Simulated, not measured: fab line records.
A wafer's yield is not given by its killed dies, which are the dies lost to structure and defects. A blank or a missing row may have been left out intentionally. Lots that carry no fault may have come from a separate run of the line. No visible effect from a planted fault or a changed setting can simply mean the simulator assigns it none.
One fault through the eyes of 2 desks    flow n5Finfet    each desk holds nothing but its own numbers, with what lay behind them at the end

TOOL OWNER'S DESK, euvScanner-02
The tool's own readings at N5_BEOL_M6_EXPOSE_25 (exposes mask V5, target cd 40 nm): means of the sampled wafers that have a number, for each lot that ran on this tool. If a lot's mean is further than 4 standard deviations from the usual mean, the lot is out of limits and carries the mark OUT (the distance appears in the brackets).
Columns: A = exposureDoseMJCm2 at N5_BEOL_M6_EXPOSE_25, usual 44.98
lot   first seen here  A
L319  day 8 19:08      44.97
L324  day 9 19:38      44.08 (-19) OUT
L325  day 10 06:18     44.25 (-16) OUT
L326  day 10 14:46     44.36 (-13) OUT
This desk's finding: out of limits on L324, L325, L326; first on L324, day 9 19:38 (exposureDoseMJCm2 at N5_BEOL_M6_EXPOSE_25). L319 stayed within limits.

THE METROLOGY DESK
Means of the sampled wafers that have a number, per lot and without regard to the tool the lot ran on: this is what the gauges read. If a lot's mean is further than 4 standard deviations from the usual mean, the lot is out of limits and carries the mark OUT (the distance appears in the brackets).
Columns: A = cdNm at N5_BEOL_M6_CD_MEAS_11, usual 38.5 nm; B = V5_OVL at N5_BEOL_M6_OVL_MEAS_29, usual 0.0 nm
lot   first seen here  A     B
L319  day 8 17:28      38.6  -0.2
L320  day 8 20:39      38.4  0.3
L324  day 9 18:09      38.4  -0.5
L325  day 10 04:53     38.7  -0.9
L326  day 10 12:42     38.3  0.1
L327  day 10 16:00     38.8  0.8
L334  day 13 05:59     38.6  0.2
L335  day 13 08:19     38.2  0.1
L338  day 14 04:29     38.7  0.3
L339  day 14 14:32     38.3  0.4
L340  day 14 18:33     38.9  0.1
This desk found nothing out of limits on any of the 11 lots.

PUT TOGETHER
On L324, L325, L326, at day 9 19:38, an alarm was possible from the tool owner's desk.
Nothing out of limits was seen by the metrology desk.
The metrology desk holds a record of L324, L325, L326, inside its limits.
Every lot named ran N5_BEOL_M6_EXPOSE_25 on euvScanner-02.

WHAT THE SIMULATOR PUT IN
Process parameter drift: euvScanner-02, from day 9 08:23 on, at N5_BEOL_M6_EXPOSE_25. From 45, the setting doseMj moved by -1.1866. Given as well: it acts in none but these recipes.
Lots struck among those shown: L324, L325, L326.
Delay in hours, fault start to first out-of-limits reading, by desk: the tool owner's desk at 11.
